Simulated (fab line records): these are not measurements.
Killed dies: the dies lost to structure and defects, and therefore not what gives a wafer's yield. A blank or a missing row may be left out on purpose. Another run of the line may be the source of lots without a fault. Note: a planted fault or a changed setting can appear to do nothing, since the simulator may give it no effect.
fab line records	flow n5_finfet
record: lots: 11	wafers: 33	last_day: 18
route steps=1938 shown BEOL_M11@1571 PASSIVATION@1936
lots untouched by any fault: they come from a run of this same line in which no faults occurred
start_h: the number of hours between the record's first day and the start of the first shown wafer of the lot	wait_h: hours elapsed since this lot's preceding step	" repeats the value in the row above	L1.1+2: a single row standing in for several wafers	- no value, or no start given	* or withheld: withheld	< > ~ a bound
route shown NAME@n: names a module that has steps shown in the file, with the first one's number in the route	usual: average and standard deviation across the fault-free wafers	same: alike in all rows	chamber/n: place in a boat	sites: per-site readings	_std_site: the values' standard deviation	_edge_site: mean of outer sites minus mean of inner sites	radius_mm: for every site, how far away it sits from the centre of the wafer	mask NAME#n: copy n	behind: the most recent tool/chamber to have shaped the wafer	hold: what put the lot on hold/how long, in hours/how the hold closed	device: the transistor (n, p or np) that didn't switch	end of line: the tests these same wafers got at the end of their route	where a step has no rows: the recipe by itself	killed: at the first sort, the dies lost to defects and structure; wafer yield is something else	map: dies across one wafer; x = killed, . = not, _ = none there
set.NAME: the setting the step ran with; set.NAME@STEP: the setting that earlier step ran with	model.NAME: the simulator's own value behind a step, which no gauge read
the route's steps for a sample of lots (tables are steps, rows are wafers)
services: when a tool's chamber went out of use (start_h, in hours from the record's first day, below 0 if earlier), for how many hours, and the reason
== steps ==
step: N5_BEOL_M11_DESCUM_33
recipe: chemistry: O2	time_s: 7.9	source_power_w: 50	bias_power_w: 20	pressure_mtorr: 20	rf_frequency_hz: 2.712e+07	temp_c: 40	resist: CAR-ArF	o2_flow_sccm: 225
usual: drypump_motor_current_A: 5.9/0.53	o2_flow_sccm: 225.0/0.76	oes_product_au: 0.83/0.084	rf_vpp_V: 243.1/1.4	showerhead_plenum_p_Torr: 2.10/0.074	throttle_valve_pct: 20.37/0.2
lot.wafer	tool	chamber	start_h	wait_h	drypump_motor_current_A	o2_flow_sccm	oes_product_au	rf_hours_counter_h	rf_vpp_V	showerhead_plenum_p_Torr	throttle_valve_pct
L422.2	rie_diel-05	1	222.43	0.0	5.6	225.3	0.75	150	241.6	2.02	20.32
L422.3	"	2	"	"	6.5	225.4	0.88	46	240.8	2.06	20.46
L422.6	"	1	"	"	5.6	225.3	0.75	-	241.9	2.02	20.34
L423.2	rie_diel-05	2	235.45	0.6	6.5	224.9	0.88	51	243.6	2.06	20.44
L423.5	"	2	"	"	6.5	223.1	0.88	-	244.0	2.06	20.46
L423.6	"	3	"	"	6.4	224.3	0.77	-	242.2	2.02	20.35
L426.1	rie_diel-05	2	236.98	0.0	6.4	226.5	0.88	51	243.4	2.05	20.46
L426.3	"	1	"	"	5.6	224.4	0.77	154	241.5	2.02	20.36
L426.5	"	0	"	"	5.5	225.3	0.70	-	243.6	2.15	20.36
L427.1	rie_diel-05	0	256.20	0.3	5.4	225.8	0.70	232	243.3	2.14	20.37
L427.2	"	1	"	"	5.6	224.9	0.76	160	240.9	2.01	20.38
L427.4	"	2	"	"	6.5	225.7	0.88	57	240.7	2.05	20.46
L429.1	rie_diel-05	0	274.08	0.0	5.4	225.2	0.69	236	245.1	2.14	20.37
L429.3	"	2	"	"	6.5	223.3	0.87	62	242.9	2.05	20.49
L429.5	"	3	"	"	6.4	224.5	0.78	-	242.7	2.01	20.37
L432.3	rie_diel-02	3	289.75	0.0	6.5	224.6	0.75	188	241.9	2.07	20.52
L432.4	"	1	"	"	6.2	224.8	0.87	31	244.0	2.04	20.27
L432.5	"	1	"	"	6.2	224.3	0.89	-	242.4	2.04	20.26
L431.1	rie_diel-05	3	290.06	0.0	6.3	225.0	0.76	131	241.8	2.01	20.38
L431.5	"	2	"	"	6.5	226.2	0.86	-	242.7	2.05	20.47
L431.6	"	3	"	"	6.3	225.0	0.77	-	241.3	2.01	20.37
L434.1	rie_diel-02	1	297.43	0.0	6.2	224.9	0.87	33	240.4	2.04	20.27
L434.2	"	0	"	"	5.0	224.6	0.94	25	244.9	2.21	20.11
L434.5	"	0	"	"	5.0	225.5	0.94	-	244.9	2.21	20.10
L433.1	rie_diel-05	0	299.72	0.2	5.4	223.1	0.69	243	243.7	2.14	20.37
L433.4	"	3	"	"	6.3	224.6	0.76	134	240.4	2.01	20.36
L433.5	"	1	"	"	5.6	224.9	0.74	-	240.6	2.01	20.38
L437.1	rie_diel-02	0	317.74	0.1	5.0	224.6	0.93	32	246.3	2.21	20.13
L437.2	"	2	"	"	6.7	224.6	0.79	115	244.3	2.09	20.72
L437.4	"	3	"	"	6.5	224.4	0.74	196	242.5	2.07	20.53
L445.1	rie_diel-05	2	382.20	0.0	6.5	224.5	0.82	99	241.8	2.04	20.52
L445.2	"	0	"	"	5.4	225.0	0.94	14	242.8	2.13	20.00
L445.6	"	1	"	"	5.6	225.0	0.72	-	242.5	2.00	20.43
step: N5_BEOL_M11_DEGAS_44
recipe: ambient: vacuum	temp_c: 250	time_s: 60
usual: heater_power_w: 337/28
lot.wafer	tool	chamber	start_h	wait_h	heater_power_w
L422.2	pvd_sputter-01	-	223.68	0.3	356
L422.3	"	-	"	"	310
L422.6	"	-	"	"	388
L423.2	pvd_sputter-02	-	237.93	1.7	333
L423.5	"	-	"	"	329
L423.6	"	-	"	"	372
L426.1	pvd_sputter-02	-	238.17	0.5	314
L426.3	"	-	"	"	320
L426.5	"	-	"	"	338
L427.1	pvd_sputter-02	-	257.57	0.5	362
L427.2	"	-	"	"	309
L427.4	"	-	"	"	336
L429.1	pvd_sputter-02	-	275.41	0.6	329
L429.3	"	-	"	"	332
L429.5	"	-	"	"	310
L432.3	pvd_sputter-02	-	290.91	0.3	369
L432.4	"	-	"	"	330
L432.5	"	-	"	"	373
L431.1	pvd_sputter-02	-	292.03	1.1	313
L431.5	"	-	"	"	341
L431.6	"	-	"	"	371
L434.1	pvd_sputter-01	-	298.94	0.7	309
L434.2	"	-	"	"	358
L434.5	"	-	"	"	298
L433.1	pvd_sputter-02	-	300.98	0.5	307
L433.4	"	-	"	"	330
L433.5	"	-	"	"	366
L437.1	pvd_sputter-02	-	318.82	0.3	334
L437.2	"	-	"	"	357
L437.4	"	-	"	"	330
L445.1	pvd_sputter-01	-	383.33	0.4	349
L445.2	"	-	"	"	305
L445.6	"	-	"	"	355
step: N5_BEOL_M11_PRE_CLEAN_45
recipe: gas: H2/He	time_s: 30	temp_c: 250
usual: heater_power_w: 337/27
lot.wafer	tool	chamber	start_h	wait_h	heater_power_w
L422.2	pvd_sputter-01	-	223.72	0.0	359
L422.3	"	-	"	"	305
L422.6	"	-	"	"	388
L423.2	pvd_sputter-02	-	237.97	0.0	337
L423.5	"	-	"	"	325
L423.6	"	-	"	"	373
L426.1	pvd_sputter-02	-	238.21	0.0	316
L426.3	"	-	"	"	331
L426.5	"	-	"	"	330
L427.1	pvd_sputter-02	-	257.61	0.0	373
L427.2	"	-	"	"	320
L427.4	"	-	"	"	334
L429.1	pvd_sputter-02	-	275.45	0.0	335
L429.3	"	-	"	"	339
L429.5	"	-	"	"	309
L432.3	pvd_sputter-02	-	290.95	0.0	376
L432.4	"	-	"	"	329
L432.5	"	-	"	"	371
L431.1	pvd_sputter-02	-	292.07	0.0	311
L431.5	"	-	"	"	330
L431.6	"	-	"	"	377
L434.1	pvd_sputter-01	-	298.98	0.0	310
L434.2	"	-	"	"	358
L434.5	"	-	"	"	296
L433.1	pvd_sputter-02	-	301.02	0.0	320
L433.4	"	-	"	"	328
L433.5	"	-	"	"	364
L437.1	pvd_sputter-02	-	318.86	0.0	342
L437.2	"	-	"	"	360
L437.4	"	-	"	"	331
L445.1	pvd_sputter-01	-	383.37	0.0	356
L445.2	"	-	"	"	304
L445.6	"	-	"	"	355
step: N5_BEOL_M11_ALD_74
recipe: material: TaN	target_thk_a: 20	temp_c: 275	ald_precursor_family: PDMAT	ald_co_reactant: NH3	pressure_torr: 3	carrier_flow_sccm: 1500	pulse_time_s: 2	purge_time_s: 3	co_reactant_purge_time_s: 2	co_reactant_pulse_time_s: 3	ald_cycles: 40	precursor_vessel_temp_c: 75	precursor_vessel_pressure_torr: 26.25	precursor_vessel_carrier_sccm: 1000
usual: ald_cycles: 40/0	heater_power_outer_w: 222/15	heater_power_w: 400/25	precursor_vessel_temp_c: 74.99/0.13
lot.wafer	tool	chamber	start_h	wait_h	ald_cycles	heater_power_outer_w	heater_power_w	precursor_vessel_temp_c
L422.2	ald_metal-02	2	224.03	0.3	40	252	435	75.28
L422.3	"	1	"	"	40	224	383	75.24
L422.6	"	2	"	"	40	254	436	75.19
L423.2	ald_metal-02	2	238.03	0.0	40	244	432	74.76
L423.5	"	3	"	"	40	227	392	75.33
L423.6	"	2	"	"	40	244	438	74.91
L426.1	ald_metal-04	1	238.32	0.1	40	217	425	75.07
L426.3	"	3	"	"	40	223	400	75.08
L426.5	"	3	"	"	40	220	398	74.92
L427.1	ald_metal-02	1	257.68	0.0	40	223	374	74.78
L427.2	"	2	"	"	40	250	435	75.15
L427.4	"	0	"	"	40	219	413	75.18
L429.1	ald_metal-04	0	275.52	0.0	40	207	382	75.02
L429.3	"	3	"	"	40	226	408	75.03
L429.5	"	3	"	"	40	218	407	75.15
L432.3	ald_metal-04	1	291.12	0.2	40	216	427	74.82
L432.4	"	3	"	"	40	219	407	75.09
L432.5	"	2	"	"	40	210	381	74.90
L431.1	ald_metal-04	3	292.13	0.0	40	227	408	74.93
L431.5	"	2	"	"	40	213	370	74.84
L431.6	"	1	"	"	40	211	413	74.84
L434.1	ald_metal-04	1	299.27	0.3	40	217	422	75.08
L434.2	"	0	"	"	40	208	369	74.95
L434.5	"	0	"	"	40	213	379	74.87
L433.1	ald_metal-04	1	301.31	0.3	31	215	418	74.95
L433.4	"	2	"	"	40	214	365	75.07
L433.5	"	0	"	"	31	208	379	75.02
L437.1	ald_metal-04	2	318.92	0.0	31	214	380	74.78
L437.2	"	3	"	"	40	222	396	74.84
L437.4	"	0	"	"	40	204	374	74.91
L445.1	ald_metal-01	3	383.45	0.1	40	265	455	75.15
L445.2	"	2	"	"	40	230	393	74.94
L445.6	"	2	"	"	40	228	390	74.94
step: N5_PASSIVATION_PROBE_49
usual: defect_limited_yield: 91.6/1.6	killed_at_M0_to_M3: 31/10	killed_at_M4_up: 14/6.3	killed_at_contacts: 12/6.1	killed_at_front_end: 39/12	killed_at_other: 3.7/2.8	killed_dies: 100/19	killed_open: 66/14	killed_short: 33/8.1	sort_bin_4_leakage: 0.00/0.014	sort_bin_5_function: 5.0/1.1	sort_bin_6_memory: 3.2/0.66	sort_n_pass: 1080/18	sort_yield_pct: 91.6/1.6
same: gross_dies: 1180	killed_at_back_side: 0	sort_bin_8_speed[%]: 0
lot.wafer	tool	chamber	start_h	wait_h	defect_limited_yield[%]	killed_at_M0_to_M3	killed_at_M4_up	killed_at_contacts	killed_at_front_end	killed_at_other	killed_dies	killed_open	killed_short	sort_bin_4_leakage[%]	sort_bin_5_function[%]	sort_bin_6_memory[%]	sort_n_pass	sort_yield_pct[%]
L422.2	prober-01	-	270.60	0.1	88.9	39	26	12	49	5	131	94	37	0	6.9	4.0	1049	88.9
L422.3	prober-01	-	270.65	0.1	89.7	29	41	11	38	2	121	91	29	0	6.9	3.2	1059	89.7
L422.6	prober-01	-	270.80	0.3	90.3	51	24	10	25	4	114	78	35	0	5.3	3.7	1066	90.3
L426.1	prober-02	-	286.20	0.0	93.2	27	6	17	29	1	80	54	26	0	4.1	2.5	1100	93.2
L426.3	prober-02	-	286.30	0.1	93.6	14	9	22	30	1	76	55	20	0	3.7	2.5	1104	93.6
L426.5	prober-02	-	286.40	0.2	92.2	29	6	17	38	2	92	57	34	0	4.2	3.4	1088	92.2
L423.2	prober-01	-	286.84	0.1	91.9	30	19	11	26	9	95	64	30	0	5.2	2.7	1085	91.9
L423.5	prober-01	-	286.99	0.2	90.2	49	15	17	29	6	116	85	30	0	6.0	3.7	1064	90.2
L423.6	prober-01	-	287.04	0.3	90.8	43	19	11	30	5	108	69	37	0	5.3	3.4	1072	90.8
L427.1	prober-01	-	297.03	0.0	91.4	31	12	24	32	2	101	65	36	0	4.9	3.5	1079	91.4
L427.2	prober-01	-	297.08	0.1	93.2	22	6	22	28	2	80	51	27	0	3.6	2.9	1100	93.2
L427.4	prober-01	-	297.18	0.2	92.4	36	11	10	26	7	90	55	35	0	4.9	2.0	1090	92.4
L429.1	prober-02	-	314.49	0.0	89.1	61	21	9	34	4	129	84	45	0	6.8	4.0	1051	89.1
L429.3	prober-02	-	314.59	0.1	86.3	36	14	15	94	3	162	102	57	0	7.6	5.6	1018	86.3
L429.5	prober-02	-	314.69	0.2	92.0	32	12	8	38	4	94	65	20	0	4.9	2.2	1086	92.0
L432.3	prober-01	-	331.12	0.1	89.7	48	12	8	51	3	122	83	36	0	6.7	3.2	1058	89.7
L432.4	prober-01	-	331.17	0.2	91.7	33	12	11	37	5	98	50	44	0	5.5	2.5	1082	91.7
L432.5	prober-01	-	331.22	0.2	91.1	43	20	13	28	1	105	58	45	0	5.7	2.7	1075	91.1
L431.1	prober-02	-	334.33	0.0	89.7	32	25	8	52	5	122	79	38	0	6.2	3.5	1058	89.7
L431.5	prober-02	-	334.53	0.2	91.6	21	18	8	50	2	99	69	30	0	4.7	3.6	1081	91.6
L431.6	prober-02	-	334.58	0.3	89.7	29	23	11	53	5	121	82	34	0	6.6	3.3	1059	89.7
L434.1	prober-02	-	339.01	0.0	91.2	27	16	7	52	2	104	59	45	0	5.3	3.1	1076	91.2
L434.2	prober-02	-	339.06	0.1	87.6	47	24	23	44	8	146	95	50	0	6.9	4.7	1034	87.6
L434.5	prober-02	-	339.21	0.2	91.5	20	19	6	52	3	100	67	32	0	4.4	3.9	1080	91.5
L433.1	prober-01	-	339.24	0.0	92.1	38	12	5	31	7	93	68	24	0.08	4.2	3.4	1087	92.1
L433.4	prober-01	-	339.39	0.2	93.1	32	15	4	29	2	82	59	23	0	4.5	2.0	1098	93.1
L433.5	prober-01	-	339.44	0.2	93.8	26	10	4	25	8	73	44	25	0.08	3.1	2.5	1107	93.8
L437.1	prober-02	-	366.44	0.0	91.8	28	14	6	48	1	97	63	34	0	5.0	3.1	1083	91.8
L437.2	prober-02	-	366.49	0.1	91.4	36	9	7	47	2	101	64	37	0	5.5	2.8	1079	91.4
L437.4	prober-02	-	366.59	0.2	88.1	40	21	16	60	3	140	114	24	0	7.3	4.5	1040	88.1
L445.1	prober-02	-	419.93	0.0	92.6	36	11	7	32	1	87	63	24	0	4.2	3.1	1093	92.6
L445.2	prober-02	-	419.98	0.1	90.7	26	19	9	48	8	110	72	36	0	5.7	3.4	1070	90.7
L445.6	prober-02	-	420.18	0.3	92.5	31	8	13	36	0	88	64	23	0	4.5	2.8	1092	92.5
killed by level:class
L422.2 FIN_SAQP:geometric_particle:open=19 BEOL_M3:geometric_particle:open=13 BEOL_M4:geometric_particle:open=12 MOL_CONTACT_COAG:geometric_particle:open=10 BEOL_M1:geometric_particle:open=10 FIN_SAQP:geometric_particle:short=8 STI_FIN_REVEAL:geometric_particle:open=8 BEOL_M5:geometric_particle:open=7
L422.3 BEOL_M4:geometric_particle:open=23 FIN_SAQP:geometric_particle:open=10 MOL_CONTACT_COAG:geometric_particle:open=9 BEOL_M3:geometric_particle:open=9 STI_FIN_REVEAL:geometric_particle:open=8 BEOL_M4:geometric_particle:short=8 BEOL_M1:geometric_particle:open=6 BEOL_M0:geometric_particle:open=5
L422.6 BEOL_M3:geometric_particle:open=26 BEOL_M4:geometric_particle:open=15 FIN_SAQP:geometric_particle:short=10 MOL_CONTACT_COAG:geometric_particle:open=7 BEOL_M1:geometric_particle:open=7 BEOL_M0_SAQP:geometric_particle:short=6 FIN_SAQP:geometric_particle:open=5 BEOL_M4:geometric_particle:short=5
L426.1 MOL_CONTACT_COAG:geometric_particle:open=12 FIN_SAQP:geometric_particle:short=9 STI_FIN_REVEAL:geometric_particle:open=6 BEOL_M0:geometric_particle:open=6 FIN_SAQP:geometric_particle:open=5 MOL_CONTACT_COAG:geometric_particle:short=5 BEOL_M0_SAQP:geometric_particle:open=5 BEOL_M2:geometric_particle:open=5
L426.3 MOL_CONTACT_COAG:geometric_particle:open=17 STI_FIN_REVEAL:geometric_particle:open=9 BEOL_M4:geometric_particle:open=6 BEOL_M0_SAQP:geometric_particle:open=5 FIN_SAQP:geometric_particle:open=4 MOL_CONTACT_COAG:geometric_particle:short=4 BEOL_M0_SAQP:geometric_particle:short=4 FIN_SAQP:geometric_particle:short=3
L426.5 MOL_CONTACT_COAG:geometric_particle:open=15 BEOL_M0_SAQP:geometric_particle:open=9 BEOL_M0_SAQP:geometric_particle:short=9 STI_FIN_REVEAL:geometric_particle:open=8 FIN_SAQP:geometric_particle:open=5 BEOL_M3:geometric_particle:open=5 FIN_SAQP:geometric_particle:short=4 FIN_CUT:geometric_particle:short=4
L423.2 BEOL_M0_SAQP:geometric_particle:open=12 MOL_CONTACT_COAG:geometric_particle:open=10 BEOL_M0_SAQP:geometric_particle:short=8 BEOL_M5:geometric_particle:open=7 BEOL_M2:geometric_particle:open=5 GATE_CUT:geometric_particle:short=4 STARTING-WAFER:geometric_particle:short=4 MIM_TOP:geometric_particle:open=4
L423.5 BEOL_M0_SAQP:geometric_particle:open=20 MOL_CONTACT_COAG:geometric_particle:open=15 BEOL_M0_SAQP:geometric_particle:short=10 FIN_SAQP:geometric_particle:short=7 BEOL_M1:geometric_particle:open=7 BEOL_M4:geometric_particle:open=6 FIN_SAQP:geometric_particle:open=5 BEOL_M2:geometric_particle:open=5
L423.6 BEOL_M0_SAQP:geometric_particle:open=12 BEOL_M0_SAQP:geometric_particle:short=11 BEOL_M3:geometric_particle:open=9 MOL_CONTACT_COAG:geometric_particle:open=8 FIN_SAQP:geometric_particle:open=5 BEOL_M1:geometric_particle:open=5 BEOL_M4:geometric_particle:open=5 DUMMY_GATE:geometric_particle:open=4
L427.1 MOL_CONTACT_COAG:geometric_particle:open=20 FIN_SAQP:geometric_particle:short=8 BEOL_M0_SAQP:geometric_particle:short=7 BEOL_M3:geometric_particle:open=7 FIN_SAQP:geometric_particle:open=5 GATE_CUT:geometric_particle:short=5 BEOL_M0_SAQP:geometric_particle:open=5 BEOL_M4:geometric_particle:open=5
L427.2 MOL_CONTACT_COAG:geometric_particle:open=17 FIN_SAQP:geometric_particle:open=8 FIN_SAQP:geometric_particle:short=7 MOL_CONTACT_COAG:geometric_particle:short=5 BEOL_M3:geometric_particle:open=5 GATE_CUT:geometric_particle:short=4 BEOL_M0_SAQP:geometric_particle:short=4 BEOL_M0:geometric_particle:open=4
L427.4 MOL_CONTACT_COAG:geometric_particle:open=10 BEOL_M0_SAQP:geometric_particle:short=9 STI_FIN_REVEAL:geometric_particle:open=5 BEOL_M0_SAQP:geometric_particle:open=5 BEOL_M0:geometric_particle:short=5 FIN_SAQP:geometric_particle:open=4 BEOL_M3:geometric_particle:open=4 BEOL_M4:geometric_particle:open=4
L429.1 BEOL_M0_SAQP:geometric_particle:short=17 BEOL_M2:geometric_particle:open=16 BEOL_M0_SAQP:geometric_particle:open=12 BEOL_M3:geometric_particle:open=9 FIN_SAQP:geometric_particle:short=8 MOL_CONTACT_COAG:geometric_particle:open=8 DUMMY_GATE:geometric_particle:open=5 FIN_CUT:geometric_particle:open=4
L429.3 STI_FIN_REVEAL:geometric_particle:open=24 FIN_SAQP:geometric_particle:open=20 FIN_SAQP:geometric_particle:short=16 BEOL_M0_SAQP:geometric_particle:short=12 MOL_CONTACT_COAG:geometric_particle:open=10 BEOL_M4:geometric_particle:open=8 BEOL_M2:geometric_particle:open=8 BEOL_M3:geometric_particle:open=7
L429.5 BEOL_M0_SAQP:geometric_particle:open=14 FIN_SAQP:geometric_particle:open=9 STI_FIN_REVEAL:geometric_particle:open=7 HKMG_FIN:area_etch=7 BEOL_M3:geometric_particle:open=5 MOL_CONTACT_COAG:geometric_particle:open=5 BEOL_M2:geometric_particle:open=4 BEOL_M0_SAQP:geometric_particle:short=3
L432.3 BEOL_M0_SAQP:geometric_particle:open=15 FIN_SAQP:geometric_particle:short=13 BEOL_M3:geometric_particle:open=11 FIN_SAQP:geometric_particle:open=10 BEOL_M0_SAQP:geometric_particle:short=10 STI_FIN_REVEAL:geometric_particle:open=9 BEOL_M2:geometric_particle:open=8 MOL_CONTACT_COAG:geometric_particle:open=7
L432.4 FIN_SAQP:geometric_particle:short=12 BEOL_M0_SAQP:geometric_particle:short=12 FIN_SAQP:geometric_particle:open=8 MOL_CONTACT_COAG:geometric_particle:open=8 BEOL_M0_SAQP:geometric_particle:open=6 BEOL_M3:geometric_particle:open=4 STI_FIN_REVEAL:geometric_particle:open=3 DUMMY_GATE:geometric_particle:open=3
L432.5 BEOL_M0_SAQP:geometric_particle:short=17 MOL_CONTACT_COAG:geometric_particle:open=10 GATE_CUT:geometric_particle:short=8 BEOL_M0_SAQP:geometric_particle:open=7 BEOL_M3:geometric_particle:open=6 BEOL_M4:geometric_particle:open=6 STI_FIN_REVEAL:geometric_particle:open=5 BEOL_M1:geometric_particle:open=5
L431.1 FIN_SAQP:geometric_particle:open=20 BEOL_M4:geometric_particle:open=11 BEOL_M0_SAQP:geometric_particle:open=10 MOL_CONTACT_COAG:geometric_particle:open=7 STARTING-WAFER:geometric_particle:short=7 BEOL_M0_SAQP:geometric_particle:short=6 FIN_SAQP:geometric_particle:short=5 BEOL_M3:geometric_particle:open=5
L431.5 STI_FIN_REVEAL:geometric_particle:open=16 BEOL_M4:geometric_particle:open=12 BEOL_M2:geometric_particle:open=10 FIN_SAQP:geometric_particle:open=9 MOL_CONTACT_COAG:geometric_particle:open=7 STI_FIN_REVEAL:geometric_particle:short=4 GATE_CUT:geometric_particle:short=4 BEOL_M2:geometric_particle:short=4
L431.6 FIN_SAQP:geometric_particle:open=17 MOL_CONTACT_COAG:geometric_particle:open=10 BEOL_M4:geometric_particle:open=9 FIN_SAQP:geometric_particle:short=7 DUMMY_GATE:geometric_particle:open=7 BEOL_M0_SAQP:geometric_particle:short=5 BEOL_M2:geometric_particle:open=5 BEOL_M3:geometric_particle:open=5
L434.1 GATE_CUT:geometric_particle:short=13 FIN_SAQP:geometric_particle:open=10 FIN_SAQP:geometric_particle:short=8 BEOL_M3:geometric_particle:open=8 MOL_CONTACT_COAG:geometric_particle:open=7 BEOL_M0_SAQP:geometric_particle:short=7 BEOL_M5:geometric_particle:open=7 STARTING-WAFER:geometric_particle:short=6
L434.2 MOL_CONTACT_COAG:geometric_particle:open=18 FIN_SAQP:geometric_particle:open=13 FIN_SAQP:geometric_particle:short=11 BEOL_M0_SAQP:geometric_particle:short=11 BEOL_M2:geometric_particle:open=8 BEOL_M3:geometric_particle:open=8 GATE_CUT:geometric_particle:short=7 BEOL_M0_SAQP:geometric_particle:open=7
L434.5 FIN_SAQP:geometric_particle:open=11 STI_FIN_REVEAL:geometric_particle:open=9 FIN_SAQP:geometric_particle:short=8 BEOL_M3:geometric_particle:open=7 GATE_CUT:geometric_particle:open=6 GATE_CUT:geometric_particle:short=6 MOL_CONTACT_COAG:geometric_particle:open=6 BEOL_M7:geometric_particle:open=4
L433.1 BEOL_M2:geometric_particle:open=14 BEOL_M3:geometric_particle:open=12 FIN_SAQP:geometric_particle:open=10 GATE_CUT:geometric_particle:short=6 BEOL_M4:geometric_particle:open=6 DUMMY_GATE:geometric_particle:open=4 MOL_CONTACT_COAG:geometric_particle:open=4 BEOL_M1:geometric_particle:open=3
L433.4 BEOL_M2:geometric_particle:open=9 FIN_SAQP:geometric_particle:open=8 BEOL_M3:geometric_particle:open=6 FIN_SAQP:geometric_particle:short=5 BEOL_M0_SAQP:geometric_particle:open=5 GATE_CUT:geometric_particle:short=4 BEOL_M1:geometric_particle:open=4 BEOL_M4:geometric_particle:open=4
L433.5 BEOL_M2:geometric_particle:open=7 FIN_SAQP:geometric_particle:short=5 GATE_CUT:geometric_particle:short=5 BEOL_M4:geometric_particle:open=5 BEOL_M0_SAQP:geometric_particle:open=4 BEOL_M0:geometric_particle:open=4 BEOL_M3:geometric_particle:open=4 GATE_CUT:geometric_particle:open=3
L437.1 BEOL_M0_SAQP:geometric_particle:open=10 STI_FIN_REVEAL:geometric_particle:open=7 BEOL_M2:geometric_particle:open=7 FIN_SAQP:geometric_particle:open=5 FIN_SAQP:geometric_particle:short=5 DUMMY_GATE:geometric_particle:open=5 GATE_CUT:geometric_particle:short=5 MOL_CONTACT_COAG:geometric_particle:open=5
L437.2 FIN_SAQP:geometric_particle:open=12 STI_FIN_REVEAL:geometric_particle:open=8 BEOL_M0:geometric_particle:open=8 BEOL_M2:geometric_particle:open=8 FIN_SAQP:geometric_particle:short=7 BEOL_M0_SAQP:geometric_particle:short=7 MOL_CONTACT_COAG:geometric_particle:open=6 BEOL_M3:geometric_particle:open=5
L437.4 FIN_SAQP:geometric_particle:open=17 MOL_CONTACT_COAG:geometric_particle:open=14 BEOL_M3:geometric_particle:open=11 BEOL_M4:geometric_particle:open=11 STI_FIN_REVEAL:geometric_particle:open=10 GATE_CUT:geometric_particle:open=9 BEOL_M0:geometric_particle:open=7 BEOL_M1:geometric_particle:open=6
L445.1 BEOL_M3:geometric_particle:open=14 BEOL_M0_SAQP:geometric_particle:open=12 STI_FIN_REVEAL:geometric_particle:open=8 MOL_CONTACT_COAG:geometric_particle:open=7 GATE_CUT:geometric_particle:open=6 BEOL_M0_SAQP:geometric_particle:short=4 STARTING-WAFER:geometric_particle:open=4 STI_FIN_REVEAL:geometric_particle:short=3
L445.2 GATE_CUT:geometric_particle:short=13 STI_FIN_REVEAL:geometric_particle:open=12 BEOL_M2:geometric_particle:open=10 FIN_SAQP:geometric_particle:open=6 MOL_CONTACT_COAG:geometric_particle:open=6 BEOL_M4:geometric_particle:open=6 BEOL_M0_SAQP:geometric_particle:open=4 FIN_SAQP:geometric_particle:short=3
L445.6 BEOL_M3:geometric_particle:open=13 MOL_CONTACT_COAG:geometric_particle:open=11 FIN_SAQP:geometric_particle:open=8 BEOL_M0:geometric_particle:open=7 BEOL_M0_SAQP:geometric_particle:open=6 FIN_SAQP:geometric_particle:short=4 DUMMY_GATE:geometric_particle:open=4 STARTING-WAFER:geometric_particle:open=3
== services ==
tool	chamber	start_h	hours	kind
ald_metal-04	-	217.67	8.7	pm
ald_metal-01	3	285.25	17.3	repair
ald_metal-02	-	299.29	8.7	pm
pvd_sputter-01	-	310.44	9.1	repair
ald_metal-02	-	314.01	1.5	repair
ald_metal-01	2	318.19	1.8	repair
rie_diel-02	0	324.30	6.3	repair
rie_diel-05	0	324.47	-	clean
rie_diel-05	0	324.47	-	consumable_replace:focus_ring
rie_diel-05	0	324.47	21.5	scheduled_down
rie_diel-05	0	324.47	21.5	vent_cycle
ald_metal-04	-	360.63	6.0	pm
== key ==
first_sign: step: N5_BEOL_M11_ALD_74	reading: ald_cycles	direction: down	sigmas: 99+	usual: *	struck: *
effect none on later readings
met_at N5_BEOL_M11_ALD_74
struck_lots L433,L437
struck_wafers L433.1,L433.5,L437.1
not_acting_at N5_BEOL_M11_DESCUM_33,N5_BEOL_M11_DEGAS_44,N5_BEOL_M11_PRE_CLEAN_45
onset_between 299.27 301.31
fault: kind: process_parameter_drift	tool: ald_metal-04	chamber: -	onset_h: 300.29	steps: N5_BEOL_M11_ALD_74	channel: ald_cycles	offset: *	shape: step	end_h: 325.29	scope: struck_wafers_only	acts_in: *	stated: *
